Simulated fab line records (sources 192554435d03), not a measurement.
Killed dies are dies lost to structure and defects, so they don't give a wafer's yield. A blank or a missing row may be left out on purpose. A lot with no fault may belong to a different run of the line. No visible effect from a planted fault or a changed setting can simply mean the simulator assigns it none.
fab line records | flow n5Finfet
record lots=7 | wafers=39
route steps=1938 shown BEOL_M13@1659
startH: hours from the record's opening day to when the first of the lot's shown wafers began | waitH: hours elapsed since this lot's preceding step | " repeats the value in the row above | L1.1+2: a row that stands for several wafers | - value missing, or start not given | * or withheld: withheld | < > ~ a bound
route shown NAME@n: names a module that has steps shown in the file, with the first one's number in the route | usual: average and standard deviation across the fault-free wafers | same: alike in all rows | chamber/n: place in a boat | sites: each site's reading | _std_site: the values' standard deviation | _edge_site: mean of outer sites minus mean of inner sites | radiusMm: how far each site lies from the wafer's centre | mask NAME#n: copy n | behind: the tool/chamber that last shaped the wafer | hold: why the lot was held/for how many hours/how that ended | device: which transistor (n, p or np) failed to switch | end of line: tests of these same wafers at the route's end | a step given without rows: its recipe and nothing more | killed: dies lost to structure and defects at the first sort, not the wafer's yield | map: the dies of a wafer, with x for killed, . for not killed, _ for no die there
set.NAME: the run value of the setting; set.NAME@STEP: its run value at that earlier step | model.NAME: the simulator's own value behind a step, which no gauge read
lots run with intentionally changed settings; tables by step, rows by wafer
## steps
# step N5_BEOL_M13_ILD_DEP_00
# recipe material=SiOC | targetThkA=8379.2 | tempC=350 | precursor=DEMS/O2 | pressureTorr=5 | rfW=500 | timeS=166.4
lot.wafer | tool     | chamber | startH | waitH | set.timeS | model.SiOC_of_BEOL_M13_ILD_DEP_00.thkNm
L076.2    | pecvd-04 | 1       | 243.74 | 0.0   | 166.4     | 825.6
L076.3    | "        | 2       | "      | "     | 166.4     | 819.8
L076.5    | "        | 0       | "      | "     | 166.4     | 833
L082.1    | pecvd-02 | 0       | 273.96 | 0.0   | 116       | 584.2
L082.2    | "        | 1       | "      | "     | 116       | 600
L082.3    | "        | 2       | "      | "     | 166.4     | 837.2
L082.4    | "        | 2       | "      | "     | 166.4     | 845.6
L082.5    | "        | 1       | "      | "     | 116       | 593.4
L082.6    | "        | 0       | "      | "     | 166.4     | 851
L086.1    | pecvd-02 | 0       | 298.24 | 0.0   | 166.4     | 844.2
L086.2    | "        | 2       | "      | "     | 166.4     | 829.4
L086.3    | "        | 1       | "      | "     | 254.9     | 1281
L086.4    | "        | 0       | "      | "     | 254.9     | 1290
L086.5    | "        | 2       | "      | "     | 254.9     | 1287
L086.6    | "        | 1       | "      | "     | 166.4     | 854.6
L091.1    | pecvd-03 | 2       | 340.64 | 0.0   | 166.4     | 838.2
L091.2    | "        | 1       | "      | "     | 166.4     | 820.2
L091.3    | "        | 0       | "      | "     | 166.4     | 826.6
L091.4    | "        | 0       | "      | "     | 194.4     | 978.6
L091.5    | "        | 2       | "      | "     | 194.4     | 995.6
L091.6    | "        | 1       | "      | "     | 194.4     | 987.2
L092.1    | pecvd-02 | 1       | 341.89 | 0.0   | 204       | 1025
L092.2    | "        | 0       | "      | "     | 204       | 1015
L092.3    | "        | 2       | "      | "     | 204       | 1017
L092.4    | "        | 0       | "      | "     | 166.4     | 838.8
L092.5    | "        | 1       | "      | "     | 166.4     | 850
L092.6    | "        | 2       | "      | "     | 166.4     | 855
L093.1    | pecvd-03 | 1       | 344.35 | 0.0   | 92.2      | 450.8
L093.2    | "        | 0       | "      | "     | 92.2      | 442.6
L093.3    | "        | 2       | "      | "     | 166.4     | 829.6
L093.4    | "        | 0       | "      | "     | 166.4     | 823.4
L093.5    | "        | 2       | "      | "     | 92.2      | 461
L093.6    | "        | 1       | "      | "     | 166.4     | 814.6
L097.1    | pecvd-03 | 0       | 372.13 | 0.0   | 166.4     | 826
L097.2    | "        | 2       | "      | "     | 86.7      | 444.6
L097.3    | "        | 1       | "      | "     | 166.4     | 825.4
L097.4    | "        | 2       | "      | "     | 86.7      | 439.8
L097.5    | "        | 0       | "      | "     | 86.7      | 432.8
L097.6    | "        | 1       | "      | "     | 166.4     | 845.2
# step N5_BEOL_M13_THK_MEAS_01
# recipe reads=SiOC_of_BEOL_M13_ILD_DEP_00
# usual M13_ILD_THK=836/12
lot.wafer | tool         | chamber | startH | waitH | set.timeS@BEOL_M13_ILD_DEP_00 | M13_ILD_THK[nm]
L076.2    | filmMetro-02 | -       | 243.90 | 0.1   | 166.4                         | 826
L076.3    | "            | -       | "      | "     | 166.4                         | 819
L076.5    | "            | -       | "      | "     | 166.4                         | 833
L082.1    | filmMetro-02 | -       | 274.11 | 0.1   | 116                           | 584
L082.2    | "            | -       | "      | "     | 116                           | 601
L082.3    | "            | -       | "      | "     | 166.4                         | 837
L082.4    | "            | -       | "      | "     | 166.4                         | 845
L082.5    | "            | -       | "      | "     | 116                           | 594
L082.6    | "            | -       | "      | "     | 166.4                         | 851
L086.1    | filmMetro-01 | -       | 298.39 | 0.1   | 166.4                         | 844
L086.2    | "            | -       | "      | "     | 166.4                         | 829
L086.3    | "            | -       | "      | "     | 254.9                         | 1282
L086.4    | "            | -       | "      | "     | 254.9                         | 1291
L086.5    | "            | -       | "      | "     | 254.9                         | 1286
L086.6    | "            | -       | "      | "     | 166.4                         | 854
L091.1    | filmMetro-02 | -       | 340.79 | 0.1   | 166.4                         | 839
L091.2    | "            | -       | "      | "     | 166.4                         | 820
L091.3    | "            | -       | "      | "     | 166.4                         | 826
L091.4    | "            | -       | "      | "     | 194.4                         | 978
L091.5    | "            | -       | "      | "     | 194.4                         | 995
L091.6    | "            | -       | "      | "     | 194.4                         | 987
L092.1    | filmMetro-02 | -       | 342.04 | 0.1   | 204                           | 1025
L092.2    | "            | -       | "      | "     | 204                           | 1015
L092.3    | "            | -       | "      | "     | 204                           | 1017
L092.4    | "            | -       | "      | "     | 166.4                         | 839
L092.5    | "            | -       | "      | "     | 166.4                         | 850
L092.6    | "            | -       | "      | "     | 166.4                         | 855
L093.1    | filmMetro-01 | -       | 344.50 | 0.1   | 92.2                          | 451
L093.2    | "            | -       | "      | "     | 92.2                          | 442
L093.3    | "            | -       | "      | "     | 166.4                         | 830
L093.4    | "            | -       | "      | "     | 166.4                         | 823
L093.5    | "            | -       | "      | "     | 92.2                          | 461
L093.6    | "            | -       | "      | "     | 166.4                         | 815
L097.1    | filmMetro-02 | -       | 372.28 | 0.1   | 166.4                         | 826
L097.2    | "            | -       | "      | "     | 86.7                          | 444
L097.3    | "            | -       | "      | "     | 166.4                         | 825
L097.4    | "            | -       | "      | "     | 86.7                          | 440
L097.5    | "            | -       | "      | "     | 86.7                          | 433
L097.6    | "            | -       | "      | "     | 166.4                         | 845
# step N5_BEOL_M13_COAT_58
# recipe resist=BARC | tempC=205 | timeS=60 | spinRpm=1500 | resistThkNm=89
# step N5_BEOL_M13_COAT_04
# recipe spinRpm=1625 | resistThkNm=400
# step N5_BEOL_M13_DESCUM_15
# recipe chemistry=O2 | timeS=7.9 | sourcePowerW=50 | biasPowerW=20 | pressureMtorr=20 | rfFrequencyHz=2.712e+07 | tempC=40 | o2FlowSccm=225
# step N5_BEOL_M13_ETCH_59
# recipe chemistry=N2/H2 | target=BARC | targetDepthA=890 | overetchA=267 | timeS=67.9 | ionEnergyEv=200 | pressureMtorr=30 | sourceW=840 | biasW=150 | n2FlowSccm=200 | h2FlowSccm=200
# step N5_BEOL_M13_VIA_ETCH_16
# recipe chemistry=C4F8/O2/Ar | target=SiOC | pressureMtorr=30 | sourceW=3000 | biasW=700 | Ar_flow_sccm=400 | C4F8_flow_sccm=15 | O2_flow_sccm=8 | heInnerTorr=15 | heOuterTorr=30 | targetDepthA=9217 | timeS=withheld | ionEnergyEv=250 | ends=cleared
lot.wafer | tool       | chamber | startH | waitH | set.timeS@BEOL_M13_ILD_DEP_00 | model.etch.depthNm | model.coat_of_BEOL_M13_COAT_04.thkNm
L076.2    | rieDiel-01 | 0       | 244.37 | 0.0   | *                             | 825.7              | 70.8
L076.3    | "          | 2       | "      | "     | *                             | 819.8              | 74.8
L076.5    | "          | 0       | "      | "     | *                             | 833                | 67.4
L082.1    | rieDiel-04 | 1       | 274.59 | 0.0   | *                             | 584.2              | 144.2
L082.2    | "          | 0       | "      | "     | *                             | 600                | 141.4
L082.3    | "          | 3       | "      | "     | *                             | 837.3              | 71.4
L082.4    | "          | 2       | "      | "     | *                             | 845.7              | 71
L082.5    | "          | 2       | "      | "     | *                             | 593.5              | 144.6
L082.6    | "          | 3       | "      | "     | *                             | 851                | 68.4
L086.1    | rieDiel-01 | 3       | 298.87 | 0.0   | *                             | 844.2              | 72.6
L086.2    | "          | 1       | "      | "     | *                             | 829.4              | 74.6
L086.3    | "          | 0       | "      | "     | *                             | 1281               | 0
L086.4    | "          | 2       | "      | "     | *                             | 1290               | 0
L086.5    | "          | 1       | "      | "     | *                             | 1287               | 0
L086.6    | "          | 2       | "      | "     | *                             | 854.6              | 69.4
L091.1    | rieDiel-01 | 3       | 341.39 | 0.0   | *                             | 838.3              | 74.4
L091.2    | "          | 2       | "      | "     | *                             | 820.1              | 78.2
L091.3    | "          | 0       | "      | "     | *                             | 826.7              | 72.6
L091.4    | "          | 1       | "      | "     | *                             | 978.5              | 30.6
L091.5    | "          | 1       | "      | "     | *                             | 995.6              | 24.8
L091.6    | "          | 0       | "      | "     | *                             | 987.1              | 25.4
L092.1    | rieDiel-04 | 3       | 342.56 | 0.1   | *                             | 1025               | 14.6
L092.2    | "          | 1       | "      | "     | *                             | 1015               | 17.8
L092.3    | "          | 1       | "      | "     | *                             | 1017               | 18.2
L092.4    | "          | 3       | "      | "     | *                             | 838.9              | 69.8
L092.5    | "          | 3       | "      | "     | *                             | 850.1              | 64.6
L092.6    | "          | 1       | "      | "     | *                             | 855                | 66.4
L093.1    | rieDiel-01 | 0       | 344.98 | 0.0   | *                             | 450.8              | 185
L093.2    | "          | 1       | "      | "     | *                             | 442.5              | 191
L093.3    | "          | 3       | "      | "     | *                             | 829.7              | 79.2
L093.4    | "          | 2       | "      | "     | *                             | 823.5              | 80.8
L093.5    | "          | 2       | "      | "     | *                             | 461.1              | 185.6
L093.6    | "          | 3       | "      | "     | *                             | 814.6              | 84
L097.1    | rieDiel-03 | 3       | 372.89 | 0.0   | *                             | 825.9              | 73.8
L097.2    | "          | 2       | "      | "     | *                             | 444.6              | 188
L097.3    | "          | 0       | "      | "     | *                             | 825.4              | 76.8
L097.4    | "          | 1       | "      | "     | *                             | 439.8              | 191
L097.5    | "          | 2       | "      | "     | *                             | 432.8              | 193
L097.6    | "          | 3       | "      | "     | *                             | 845.2              | 69
# step N5_BEOL_M13_STRIP_63
# recipe chemistry=N2/H2 | powerW=1000 | tempC=250 | h2Frac=0.65 | overashFraction=0.3 | pressureMtorr=1000 | n2FlowSccm=1750 | h2FlowSccm=3250
# usual oesProductAu=0.676/0.0049 | stripTimeToEndpointS=28.4/1.3
lot.wafer | tool           | chamber | startH | waitH | set.timeS@BEOL_M13_ILD_DEP_00 | oesProductAu | stripTimeToEndpointS
L076.2    | plasmaAsher-01 | 1       | 244.61 | -     | 166.4                         | 0.672        | 27.9
L076.3    | "              | 1       | "      | "     | 166.4                         | 0.672        | 29.1
L076.5    | "              | 0       | "      | "     | 166.4                         | 0.680        | 26.9
L082.1    | plasmaAsher-01 | 0       | 274.82 | -     | 116                           | 0.701        | 48.1
L082.2    | "              | 1       | "      | "     | 116                           | 0.702        | 47.4
L082.3    | "              | 0       | "      | "     | 166.4                         | 0.680        | 28.1
L082.4    | "              | 1       | "      | "     | 166.4                         | 0.670        | 28.0
L082.5    | "              | 0       | "      | "     | 116                           | 0.699        | 48.3
L082.6    | "              | 1       | "      | "     | 166.4                         | 0.672        | 27.2
L086.1    | plasmaAsher-01 | 1       | 299.10 | -     | 166.4                         | 0.680        | 28.4
L086.2    | "              | 0       | "      | "     | 166.4                         | 0.679        | 29.0
L086.3    | "              | 1       | "      | "     | 254.9                         | 0.231        | 0.0
L086.4    | "              | 0       | "      | "     | 254.9                         | 0.223        | 0.0
L086.5    | "              | 1       | "      | "     | 254.9                         | 0.233        | 0.0
L086.6    | "              | 0       | "      | "     | 166.4                         | 0.680        | 27.5
L091.1    | plasmaAsher-02 | 1       | 341.63 | -     | 166.4                         | 0.677        | 28.9
L091.2    | "              | 0       | "      | "     | 166.4                         | 0.680        | 30.1
L091.3    | "              | 0       | "      | "     | 166.4                         | 0.675        | 28.4
L091.4    | "              | 1       | "      | "     | 194.4                         | 0.654        | 15.3
L091.5    | "              | 1       | "      | "     | 194.4                         | 0.626        | 13.2
L091.6    | "              | 0       | "      | "     | 194.4                         | 0.632        | 13.5
L092.1    | plasmaAsher-02 | 0       | 342.91 | -     | 204                           | 0.487        | 9.4
L092.2    | "              | 1       | "      | "     | 204                           | 0.527        | 10.7
L092.3    | "              | 1       | "      | "     | 204                           | 0.542        | 10.8
L092.4    | "              | 0       | "      | "     | 166.4                         | 0.676        | 27.6
L092.5    | "              | 0       | "      | "     | 166.4                         | 0.671        | 26.1
L092.6    | "              | 1       | "      | "     | 166.4                         | 0.680        | 26.6
L093.1    | plasmaAsher-01 | 1       | 345.26 | -     | 92.2                          | 0.747        | 58.8
L093.2    | "              | 0       | "      | "     | 92.2                          | 0.756        | 60.3
L093.3    | "              | 0       | "      | "     | 166.4                         | 0.678        | 30.3
L093.4    | "              | 1       | "      | "     | 166.4                         | 0.672        | 30.8
L093.5    | "              | 1       | "      | "     | 92.2                          | 0.741        | 58.9
L093.6    | "              | 0       | "      | "     | 166.4                         | 0.677        | 31.7
L097.1    | plasmaAsher-02 | 1       | 373.17 | -     | 166.4                         | 0.676        | 28.8
L097.2    | "              | 0       | "      | "     | 86.7                          | 0.746        | 59.6
L097.3    | "              | 0       | "      | "     | 166.4                         | 0.681        | 29.7
L097.4    | "              | 1       | "      | "     | 86.7                          | 0.752        | 60.3
L097.5    | "              | 1       | "      | "     | 86.7                          | 0.764        | 60.8
L097.6    | "              | 0       | "      | "     | 166.4                         | 0.676        | 27.4
## key
split step=N5_BEOL_M13_ILD_DEP_00 | setting=timeS | stated=166.4 | by=wafer
response step=N5_BEOL_M13_ILD_DEP_00 | reading=model.SiOC_of_BEOL_M13_ILD_DEP_00.thkNm | change=+8.29 | per=1% | r=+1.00
response step=N5_BEOL_M13_THK_MEAS_01 | reading=M13_ILD_THK | change=+8.29 | per=1% | r=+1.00
response step=N5_BEOL_M13_VIA_ETCH_16 | reading=model.etch.depthNm | change=+8.29 | per=1% | r=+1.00
response step=N5_BEOL_M13_VIA_ETCH_16 | reading=model.coat_of_BEOL_M13_COAT_04.thkNm | change=-2.08 | per=1% | r=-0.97
response step=N5_BEOL_M13_STRIP_63 | reading=oesProductAu | shape=bent | atLowest=0.754 | atStated=0.676 | atHighest=0.229
response step=N5_BEOL_M13_STRIP_63 | reading=stripTimeToEndpointS | shape=bent | atLowest=* | atStated=* | atHighest=*
